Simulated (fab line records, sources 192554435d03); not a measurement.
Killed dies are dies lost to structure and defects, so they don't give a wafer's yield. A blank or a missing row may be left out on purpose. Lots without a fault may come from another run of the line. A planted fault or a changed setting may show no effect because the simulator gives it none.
A struck lot beside a sound one | flow n5_finfet | 37 steps out of a route of 1938
Sound: wafers L552.1, L552.4, L552.6. Struck: wafers L540.3, L540.4. (L540.1 of the same lot was not struck and is left out.) The cause comes at the end.
At each step with rows: each side's tool, then ch and its chambers, then its first start. Under that, the readings that differ: sound wafers | struck wafers | difference of the means | sigmas: that difference in standard deviations of wafers without a fault.
alike: readings whose means differ by less than 2 such deviations, and words and numbers that are the same on both sides. not compared: withheld readings, readings that some wafer has no value for, bounds like >300 that may hide the same value, and numbers for which the record gives no deviation and whose values overlap.
The two part at a step that has a row with sigmas, a row that says differs or no value, or rows on one side only. Numbers that don't overlap but have no deviation are shown without sigmas and don't part them. A reading that every wafer of one side lacks parts them only if that side has two wafers or more.

first, 10 steps without rows for these wafers: N5_BEOL_M5_ILD_DEP_00 (deposits SiCOH lowk from DEMS/porogen, target thk 140.64 nm, time 25.9 s); N5_BEOL_M5_CURE_79 (cures SiCOH lowk, time 240 s); N5_BEOL_M5_PECVD_70 (deposits SiO2 from TEOS/O2, target thk 16 nm, time 18 s); N5_BEOL_M5_HM_DEP_02 (deposits TiN, target thk 20 nm); N5_BEOL_M5_COAT_59 (time 60 s, resist thk 60 nm); N5_BEOL_M5_COAT_60 (time 60 s, resist thk 12 nm); N5_BEOL_M5_COAT_71 (time 60 s, resist thk 5 nm); N5_BEOL_M5_COAT_05 (resist thk 30 nm); N5_BEOL_M5_EBR_07; N5_BEOL_M5_SOFTBAKE_06 (time 60 s).
N5_BEOL_M5_EXPOSE_08: exposes mask M5, target cd 28 nm.
  sound on euv_scanner-02 ch 0, day 13 09:27; struck on euv_scanner-01 ch 0, day 10 06:32
  reading           | sound             | struck      | difference | sigmas
  stage_msd_nm (nm) | 0.822 0.823 0.821 | 0.809 0.809 | -0.013     | -2
  alike: mask
then, 2 steps without rows for these wafers: N5_BEOL_M5_PEB_09 (peb time 60 s); N5_BEOL_M5_DEVELOP_10 (develop time 30 s).
N5_BEOL_M5_CD_MEAS_11: target cd 27.74 nm.
  sound on cd_sem-02 ch 0, day 13 09:34; struck on cd_sem-01 ch 0, day 10 06:40
  reading    | sound             | struck      | difference | sigmas
  cd_nm (nm) | 27.30 28.04 27.93 | 26.86 26.61 | -1.02      | -5
N5_BEOL_M5_DESCUM_16: chemistry O2, time 7 s.
  sound on rie_diel-01 ch 0,3, day 13 09:47; struck on rie_diel-01 ch 0,1, day 10 06:47
  reading                  | sound          | struck    | difference | sigmas
  model.BEOL_M5.cd_nm (nm) | 28.2 28.2 28.2 | 26.8 26.8 | -1.4       |
  alike: drypump_motor_current_A, oes_product_au, rf_vpp_V, showerhead_plenum_p_Torr, throttle_valve_pct
  not compared: rf_hours_counter_h
then, 8 steps without rows for these wafers: N5_BEOL_M5_ETCH_72 (etches underlayer in N2/H2, target depth 6.5 nm, time 5.2 s); N5_BEOL_M5_ETCH_61 (etches SiARC in CF4, target depth 15.6 nm, time 26 s); N5_BEOL_M5_ETCH_62 (etches SOC in N2/H2, target depth 75 nm, overetch 15 nm, time 112.5 s); N5_BEOL_M5_STRIP_63 (strips in N2/H2); N5_BEOL_M5_STRIP_73 (strips in N2/H2); N5_BEOL_M5_STRIP_64 (strips in CF4); N5_BEOL_M5_HM_OPEN_17 (chemistry Cl2/BCl3, target TiN, target depth 20 nm, overetch 6 nm); N5_BEOL_M5_STRIP_19 (strips in O2).
N5_BEOL_M5_CD_MEAS_18: pitch 56 nm, target cd 28 nm.
  sound on cd_sem-02, day 13 10:13; struck on cd_sem-01, day 10 07:13
  reading    | sound          | struck    | difference | sigmas
  cd_nm (nm) | 28.5 28.5 28.0 | 26.7 26.9 | -1.5       | -5
then, 11 steps without rows for these wafers: N5_BEOL_M5_COAT_65 (time 60 s, resist thk 60 nm); N5_BEOL_M5_COAT_66 (time 60 s, resist thk 12 nm); N5_BEOL_M5_COAT_74 (time 60 s, resist thk 5 nm); N5_BEOL_M5_COAT_22 (resist thk 30 nm); N5_BEOL_M5_EBR_24; N5_BEOL_M5_SOFTBAKE_23 (time 60 s); N5_BEOL_M5_EXPOSE_25 (exposes mask V4, defocus 10 nm); N5_BEOL_M5_PEB_26 (peb time 60 s); N5_BEOL_M5_DEVELOP_27 (develop time 30 s); N5_BEOL_M5_DESCUM_33 (chemistry O2, time 7 s); N5_BEOL_M5_ETCH_75 (etches underlayer in N2/H2, target depth 6.5 nm, time 5.2 s).
N5_BEOL_M5_ETCH_41: etches SiCN in CH3F/O2, target depth 31.5 nm, time 56.7 s.
  sound on rie_diel-02 ch 0,1; struck on rie_diel-01 ch 2,3
  reading                  | sound          | struck    | difference | sigmas
  model.BEOL_M5.cd_nm (nm) | 28.4 28.2 28.2 | 26.6 26.8 | -1.6       |
  alike: drypump_motor_current_A, oes_product_au, rf_vpp_V, showerhead_plenum_p_Torr, throttle_valve_pct
  not compared: rf_hours_counter_h
-- the record jumps here: 5 days lie between the struck wafers' starts before and after (it left off in module BEOL_M5 and takes up again in module PASSIVATION, whose first step shown is number 1936 of the route) --
N5_PASSIVATION_PROBE_49:
  the record has rows for the struck wafers here (prober-02, day 14 21:04) and none for the sound ones

WHERE THEY PART
First at N5_BEOL_M5_EXPOSE_08; last, within this record, at N5_PASSIVATION_PROBE_49.

WHY: what the simulator had put in
Process parameter drift: euv_scanner-01, from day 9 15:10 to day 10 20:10, at N5_BEOL_M5_EXPOSE_08. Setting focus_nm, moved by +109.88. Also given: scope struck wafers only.
